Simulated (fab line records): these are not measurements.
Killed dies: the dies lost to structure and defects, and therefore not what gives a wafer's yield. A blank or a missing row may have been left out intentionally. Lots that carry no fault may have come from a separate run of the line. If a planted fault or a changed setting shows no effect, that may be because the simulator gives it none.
The tool behind it: which one? / flow n5_finfet / Sampling: 9 lots, 27 wafers, 6 of 1938 route steps

== WHAT THE GAUGES READ, wafer by wafer ==
N5_BEOL_M1_CD_MEAS_11: target cd 17.05 nm. Usual: cd_nm at 17.07 nm, with a standard deviation of 0.2.
lot=L816; measured=day 7 07:41; on=cd_sem-01; cd_nm (nm)=17.10 17.39 17.69; flag=
lot=L817; measured=day 7 22:46; on=cd_sem-02; cd_nm (nm)=17.11 16.96 17.02; flag=
lot=L819; measured=day 8 04:37; on=cd_sem-01; cd_nm (nm)=17.25 16.97 17.05; flag=
lot=L820; measured=day 8 12:03; on=cd_sem-01; cd_nm (nm)=17.16 16.93 16.98; flag=
lot=L821; measured=day 8 16:09; on=cd_sem-01; cd_nm (nm)=16.90 16.96 16.90; flag=
lot=L830; measured=day 11 01:38; on=cd_sem-01; cd_nm (nm)=17.24 17.05 17.34; flag=
lot=L831; measured=day 11 04:44; on=cd_sem-02; cd_nm (nm)=17.29 17.22 17.18; flag=
lot=L832; measured=day 11 10:13; on=cd_sem-03; cd_nm (nm)=17.24 17.36 16.93; flag=
lot=L834; measured=day 12 15:54; on=cd_sem-01; cd_nm (nm)=16.95 17.10 16.77; flag=

N5_BEOL_M1_OVL_MEAS_12. Usual: M1_OVL gives -0.3 nm (standard deviation 0.67).
lot=L816; measured=day 7 07:43; on=overlay-01; M1_OVL (nm)=-0.5 -1.0 -0.1; flag=
lot=L817; measured=day 7 22:48; on=overlay-02; M1_OVL (nm)=-0.4 0.7 -0.3; flag=
lot=L819; measured=day 8 04:38; on=overlay-02; M1_OVL (nm)=0.4 -0.1 -0.1; flag=
lot=L820; measured=day 8 12:05; on=overlay-01; M1_OVL (nm)=-1.0 -1.1 -0.2; flag=
lot=L821; measured=day 8 16:11; on=overlay-02; M1_OVL (nm)=-0.3 0.7 0.4; flag=
lot=L830; measured=day 11 01:41; on=overlay-02; M1_OVL (nm)=0.0 -0.1 0.8; flag=
lot=L831; measured=day 11 04:46; on=overlay-02; M1_OVL (nm)=1.1 0.6 -0.2; flag=
lot=L832; measured=day 11 10:15; on=overlay-01; M1_OVL (nm)=-0.4 -0.2 -0.8; flag=
lot=L834; measured=day 12 15:56; on=overlay-01; M1_OVL (nm)=0.7 -0.3 -0.3; flag=

N5_BEOL_M4_RC_MEAS_101. Usual: DIBL_N 36.6 mV/V, standard deviation 1.1; DIBL_P 36.8 mV/V, standard deviation 1.6; IOFF_N 0.169 nA/um, standard deviation 0.024; IOFF_P 0.206 nA/um, standard deviation 0.028; ION_N 679 uA/um, standard deviation 9.2; ION_P 462 uA/um, standard deviation 7; SS_N 71.6 mV/dec, standard deviation 0.57; SS_P 73.3 mV/dec, standard deviation 0.57; VT_N 248.8 mV, standard deviation 2.4; VT_P -251 mV, standard deviation 3.
lot=L816; measured=day 10 06:55; on=prober-02; DIBL_N (mV/V)=36.6 35.6 38.0; DIBL_P (mV/V)=38.2 36.9 39.2; IOFF_N (nA/um)=0.165 0.140 0.183; IOFF_P (nA/um)=0.221 0.201 0.234; ION_N (uA/um)=691 668 683; ION_P (uA/um)=468 465 473; SS_N (mV/dec)=71.3 71.5 72.2; SS_P (mV/dec)=72.3 72.2 73.5; VT_N (mV)=248.0 250.8 250.1; VT_P (mV)=-249 -251 -248; flag=
lot=L817; measured=day 10 17:35; on=prober-01; DIBL_N (mV/V)=37.4 38.6 37.8; DIBL_P (mV/V)=38.7 38.5 38.2; IOFF_N (nA/um)=0.190 0.212 0.190; IOFF_P (nA/um)=0.251 0.245 0.239; ION_N (uA/um)=677 680 691; ION_P (uA/um)=464 461 466; SS_N (mV/dec)=71.4 72.2 71.9; SS_P (mV/dec)=73.9 74.0 74.2; VT_N (mV)=244.4 247.3 246.7; VT_P (mV)=-251 -246 -249; flag=
lot=L830; measured=day 13 18:54; on=prober-02; DIBL_N (mV/V)=36.7 35.1 36.9; DIBL_P (mV/V)=35.8 34.5 36.0; IOFF_N (nA/um)=0.169 0.149 0.172; IOFF_P (nA/um)=0.236 0.217 0.234; ION_N (uA/um)=681 677 684; ION_P (uA/um)=468 469 468; SS_N (mV/dec)=71.6 71.0 72.2; SS_P (mV/dec)=72.7 73.1 72.9; VT_N (mV)=248.6 249.2 246.8; VT_P (mV)=-248 -249 -248; flag=
lot=L831; measured=day 14 04:37; on=prober-02; DIBL_N (mV/V)=36.3 35.4 35.3; DIBL_P (mV/V)=37.4 36.6 36.5; IOFF_N (nA/um)=0.169 0.160 0.150; IOFF_P (nA/um)=0.221 0.210 0.212; ION_N (uA/um)=673 678 672; ION_P (uA/um)=466 466 466; SS_N (mV/dec)=71.8 72.1 72.1; SS_P (mV/dec)=73.9 73.6 73.2; VT_N (mV)=249.2 249.0 253.6; VT_P (mV)=-247 -251 -251; flag=
lot=L832; measured=day 15 03:05; on=prober-02; DIBL_N (mV/V)=35.1 35.8 36.7; DIBL_P (mV/V)=35.8 37.0 37.9; IOFF_N (nA/um)=0.150 0.165 0.179; IOFF_P (nA/um)=0.162 0.175 0.186; ION_N (uA/um)=672 675 685; ION_P (uA/um)=450 447 456; SS_N (mV/dec)=71.7 71.1 71.0; SS_P (mV/dec)=73.1 73.6 74.1; VT_N (mV)=249.1 247.9 247.0; VT_P (mV)=-257 -255 -256; flag=
lot=L834; measured=day 15 13:02; on=prober-02; DIBL_N (mV/V)=35.9 36.3 37.0; DIBL_P (mV/V)=36.9 37.3 38.6; IOFF_N (nA/um)=0.140 0.143 0.157; IOFF_P (nA/um)=0.171 0.179 0.190; ION_N (uA/um)=673 675 675; ION_P (uA/um)=455 460 461; SS_N (mV/dec)=70.7 71.4 71.6; SS_P (mV/dec)=72.8 72.9 72.7; VT_N (mV)=255.4 252.2 250.8; VT_P (mV)=-252 -253 -252; flag=

== EACH LOT AND THE TOOL THAT RAN IT (in order: tool; ch and the chambers of the sampled wafers; start) ==
lot=L816; N5_BEOL_M1_HM_OPEN_17=rie_metal-01 ch 0,1, day 7 08:14; N5_BEOL_M1_ETCHBACK_99=rie_diel-06 ch 2,3, day 7 11:22; N5_BEOL_M1_ETCH_70=rie_diel-06 ch 2,3, day 7 11:24
lot=L817; N5_BEOL_M1_HM_OPEN_17=rie_metal-01 ch 1, day 7 23:10; N5_BEOL_M1_ETCHBACK_99=rie_diel-06 ch 1,2, day 8 12:47; N5_BEOL_M1_ETCH_70=rie_diel-06 ch 1,2, day 8 12:49
lot=L819; N5_BEOL_M1_HM_OPEN_17=rie_metal-01 ch 0,1, day 8 04:59; N5_BEOL_M1_ETCHBACK_99=rie_diel-06 ch 0,2,3, day 8 16:01; N5_BEOL_M1_ETCH_70=rie_diel-06 ch 0,2,3, day 8 16:04
lot=L820; N5_BEOL_M1_HM_OPEN_17=rie_metal-01 ch 1, day 8 12:34; N5_BEOL_M1_ETCHBACK_99=rie_diel-02 ch 0,1,2, day 8 15:48; N5_BEOL_M1_ETCH_70=rie_diel-02 ch 0,1,2, day 8 15:50
lot=L821; N5_BEOL_M1_HM_OPEN_17=rie_metal-03 ch 0,1, day 8 16:50; N5_BEOL_M1_ETCHBACK_99=rie_diel-06 ch 0,2, day 8 21:05; N5_BEOL_M1_ETCH_70=rie_diel-06 ch 0,2, day 8 21:07
lot=L830; N5_BEOL_M1_HM_OPEN_17=rie_metal-01 ch 0,1, day 11 02:02; N5_BEOL_M1_ETCHBACK_99=rie_diel-02 ch 1,2,3, day 11 14:55; N5_BEOL_M1_ETCH_70=rie_diel-02 ch 1,2,3, day 11 14:57
lot=L831; N5_BEOL_M1_HM_OPEN_17=rie_metal-02 ch 0,1, day 11 05:06; N5_BEOL_M1_ETCHBACK_99=rie_diel-02 ch 0,1,3, day 11 15:45; N5_BEOL_M1_ETCH_70=rie_diel-02 ch 0,1,3, day 11 15:47
lot=L832; N5_BEOL_M1_HM_OPEN_17=rie_metal-01 ch 0,1, day 11 10:49; N5_BEOL_M1_ETCHBACK_99=rie_diel-06 ch 0,3, day 12 04:28; N5_BEOL_M1_ETCH_70=rie_diel-06 ch 0,3, day 12 04:31
lot=L834; N5_BEOL_M1_HM_OPEN_17=rie_metal-03 ch 0,1, day 12 16:16; N5_BEOL_M1_ETCHBACK_99=rie_diel-02 ch 1,2, day 13 03:02; N5_BEOL_M1_ETCH_70=rie_diel-02 ch 1,2, day 13 03:04
- N5_BEOL_M1_HM_OPEN_17: chemistry Cl2/BCl3, target TiN, target depth 20 nm, overetch 6 nm.
- N5_BEOL_M1_ETCHBACK_99: etches SiO2 in CHF3, target depth 5 nm, time 10.4 s.
- N5_BEOL_M1_ETCH_70: etches SOC in N2/H2, target depth 80 nm, overetch 16 nm, time 120 s.

== AS READ BY THE TOOLS THEMSELVES (means over the sampled wafers that have a number; for cases with no such wafer, the mark the record gives instead) ==
N5_BEOL_M1_HM_OPEN_17. Usual: drypump_motor_current_A 5.7 A, standard deviation 0.39; oes_product_au 0.68 a.u., standard deviation 0.085; throttle_valve_pct 22.11 %, standard deviation 0.14.
lot=L816; tool=rie_metal-01; drypump_motor_current_A (A)=5.8; oes_product_au (a.u.)=0.70; throttle_valve_pct (%)=22.13; flag=
lot=L817; tool=rie_metal-01; drypump_motor_current_A (A)=6.2; oes_product_au (a.u.)=0.52; throttle_valve_pct (%)=22.24; flag=
lot=L819; tool=rie_metal-01; drypump_motor_current_A (A)=6.0; oes_product_au (a.u.)=0.61; throttle_valve_pct (%)=22.19; flag=
lot=L820; tool=rie_metal-01; drypump_motor_current_A (A)=6.2; oes_product_au (a.u.)=0.52; throttle_valve_pct (%)=22.23; flag=
lot=L821; tool=rie_metal-03; drypump_motor_current_A (A)=5.5; oes_product_au (a.u.)=0.67; throttle_valve_pct (%)=22.15; flag=
lot=L830; tool=rie_metal-01; drypump_motor_current_A (A)=5.8; oes_product_au (a.u.)=0.77; throttle_valve_pct (%)=22.04; flag=
lot=L831; tool=rie_metal-02; drypump_motor_current_A (A)=5.7; oes_product_au (a.u.)=0.63; throttle_valve_pct (%)=22.06; flag=
lot=L832; tool=rie_metal-01; drypump_motor_current_A (A)=6.0; oes_product_au (a.u.)=0.79; throttle_valve_pct (%)=21.96; flag=
lot=L834; tool=rie_metal-03; drypump_motor_current_A (A)=5.2; oes_product_au (a.u.)=0.65; throttle_valve_pct (%)=22.28; flag=

N5_BEOL_M1_ETCHBACK_99. Usual: CHF3_flow_sccm 12.01 sccm, standard deviation 0.035; bias_w 46.99 W, standard deviation 0.12; drypump_motor_current_A 5.8 A, standard deviation 0.55; oes_f_703_au 0.79 a.u., standard deviation 0.05; oes_product_au 0.79 a.u., standard deviation 0.058; rf_vpp_V 241.8 V, standard deviation 2.7; showerhead_plenum_p_Torr 2.15 Torr, standard deviation 0.069; throttle_valve_pct 16.97 %, standard deviation 0.18.
lot=L816; tool=rie_diel-06; CHF3_flow_sccm (sccm)=12.01; bias_w (W)=46.79; drypump_motor_current_A (A)=6.1; oes_f_703_au (a.u.)=0.77; oes_product_au (a.u.)=0.76; rf_vpp_V (V)=239.5; showerhead_plenum_p_Torr (Torr)=2.10; throttle_valve_pct (%)=17.21; flag=
lot=L817; tool=rie_diel-06; CHF3_flow_sccm (sccm)=11.98; bias_w (W)=46.89; drypump_motor_current_A (A)=6.1; oes_f_703_au (a.u.)=0.73; oes_product_au (a.u.)=0.74; rf_vpp_V (V)=239.8; showerhead_plenum_p_Torr (Torr)=2.11; throttle_valve_pct (%)=17.18; flag=
lot=L819; tool=rie_diel-06; CHF3_flow_sccm (sccm)=-; bias_w (W)=-; drypump_motor_current_A (A)=-; oes_f_703_au (a.u.)=-; oes_product_au (a.u.)=-; rf_vpp_V (V)=-; showerhead_plenum_p_Torr (Torr)=-; throttle_valve_pct (%)=-; flag=OFF
lot=L820; tool=rie_diel-02; CHF3_flow_sccm (sccm)=-; bias_w (W)=-; drypump_motor_current_A (A)=-; oes_f_703_au (a.u.)=-; oes_product_au (a.u.)=-; rf_vpp_V (V)=-; showerhead_plenum_p_Torr (Torr)=-; throttle_valve_pct (%)=-; flag=OFF
lot=L821; tool=rie_diel-06; CHF3_flow_sccm (sccm)=-; bias_w (W)=-; drypump_motor_current_A (A)=-; oes_f_703_au (a.u.)=-; oes_product_au (a.u.)=-; rf_vpp_V (V)=-; showerhead_plenum_p_Torr (Torr)=-; throttle_valve_pct (%)=-; flag=OFF
lot=L830; tool=rie_diel-02; CHF3_flow_sccm (sccm)=12.00; bias_w (W)=47.03; drypump_motor_current_A (A)=5.7; oes_f_703_au (a.u.)=0.80; oes_product_au (a.u.)=0.81; rf_vpp_V (V)=243.0; showerhead_plenum_p_Torr (Torr)=2.18; throttle_valve_pct (%)=16.97; flag=
lot=L831; tool=rie_diel-02; CHF3_flow_sccm (sccm)=12.01; bias_w (W)=47.20; drypump_motor_current_A (A)=5.6; oes_f_703_au (a.u.)=0.80; oes_product_au (a.u.)=0.82; rf_vpp_V (V)=242.4; showerhead_plenum_p_Torr (Torr)=2.18; throttle_valve_pct (%)=16.83; flag=
lot=L832; tool=rie_diel-06; CHF3_flow_sccm (sccm)=11.99; bias_w (W)=46.95; drypump_motor_current_A (A)=6.1; oes_f_703_au (a.u.)=0.72; oes_product_au (a.u.)=0.70; rf_vpp_V (V)=238.1; showerhead_plenum_p_Torr (Torr)=2.10; throttle_valve_pct (%)=17.09; flag=
lot=L834; tool=rie_diel-02; CHF3_flow_sccm (sccm)=12.02; bias_w (W)=46.96; drypump_motor_current_A (A)=6.3; oes_f_703_au (a.u.)=0.81; oes_product_au (a.u.)=0.81; rf_vpp_V (V)=243.0; showerhead_plenum_p_Torr (Torr)=2.25; throttle_valve_pct (%)=17.07; flag=

N5_BEOL_M1_ETCH_70. Usual: drypump_motor_current_A 5.8 A, standard deviation 0.55; oes_product_au 0.61 a.u., standard deviation 0.043; rf_vpp_V 523.8 V, standard deviation 2.2; showerhead_plenum_p_Torr 2.54 Torr, standard deviation 0.079; throttle_valve_pct 17.71 %, standard deviation 0.19.
lot=L816; tool=rie_diel-06; drypump_motor_current_A (A)=6.1; oes_product_au (a.u.)=0.60; rf_vpp_V (V)=522.2; showerhead_plenum_p_Torr (Torr)=2.47; throttle_valve_pct (%)=17.94; flag=
lot=L817; tool=rie_diel-06; drypump_motor_current_A (A)=6.1; oes_product_au (a.u.)=0.57; rf_vpp_V (V)=522.4; showerhead_plenum_p_Torr (Torr)=2.49; throttle_valve_pct (%)=17.91; flag=
lot=L819; tool=rie_diel-06; drypump_motor_current_A (A)=6.2; oes_product_au (a.u.)=0.27; rf_vpp_V (V)=523.8; showerhead_plenum_p_Torr (Torr)=2.49; throttle_valve_pct (%)=17.85; flag=OFF
lot=L820; tool=rie_diel-02; drypump_motor_current_A (A)=6.1; oes_product_au (a.u.)=0.31; rf_vpp_V (V)=525.5; showerhead_plenum_p_Torr (Torr)=2.61; throttle_valve_pct (%)=17.58; flag=OFF
lot=L821; tool=rie_diel-06; drypump_motor_current_A (A)=6.3; oes_product_au (a.u.)=0.26; rf_vpp_V (V)=522.6; showerhead_plenum_p_Torr (Torr)=2.51; throttle_valve_pct (%)=17.81; flag=OFF
lot=L830; tool=rie_diel-02; drypump_motor_current_A (A)=5.7; oes_product_au (a.u.)=0.62; rf_vpp_V (V)=525.4; showerhead_plenum_p_Torr (Torr)=2.58; throttle_valve_pct (%)=17.71; flag=
lot=L831; tool=rie_diel-02; drypump_motor_current_A (A)=5.6; oes_product_au (a.u.)=0.62; rf_vpp_V (V)=523.7; showerhead_plenum_p_Torr (Torr)=2.57; throttle_valve_pct (%)=17.56; flag=
lot=L832; tool=rie_diel-06; drypump_motor_current_A (A)=6.1; oes_product_au (a.u.)=0.55; rf_vpp_V (V)=523.2; showerhead_plenum_p_Torr (Torr)=2.49; throttle_valve_pct (%)=17.88; flag=
lot=L834; tool=rie_diel-02; drypump_motor_current_A (A)=6.3; oes_product_au (a.u.)=0.62; rf_vpp_V (V)=526.8; showerhead_plenum_p_Torr (Torr)=2.65; throttle_valve_pct (%)=17.81; flag=

== THE ANSWER, worked out from the rows above alone ==
Rule: a lot is off if the mean of its wafers that have a number lies more than 3 standard deviations from the usual mean. Also off: a lot with no number at a reading for which 4 or more lots have one. Any other lot the step has rows for is counted as sound. After the gauges, taken in route order, come the tools' own readings; for these a lot's mean is taken, as printed above. At the first step where some lot is off, the reading lying furthest off is the one used; lots without a number count as furthest.
Off: L819, L820, L821, at N5_BEOL_M1_ETCHBACK_99 (CHF3_flow_sccm). Without a number there: L819, L820, L821.
If a tool, at that step or one of the process steps before it, ran each lot that is off and ran no sound lot following the first of them, it fits. No candidate that was tried fits.

== WHAT HAD BEEN PUT IN BY THE SIMULATOR ==
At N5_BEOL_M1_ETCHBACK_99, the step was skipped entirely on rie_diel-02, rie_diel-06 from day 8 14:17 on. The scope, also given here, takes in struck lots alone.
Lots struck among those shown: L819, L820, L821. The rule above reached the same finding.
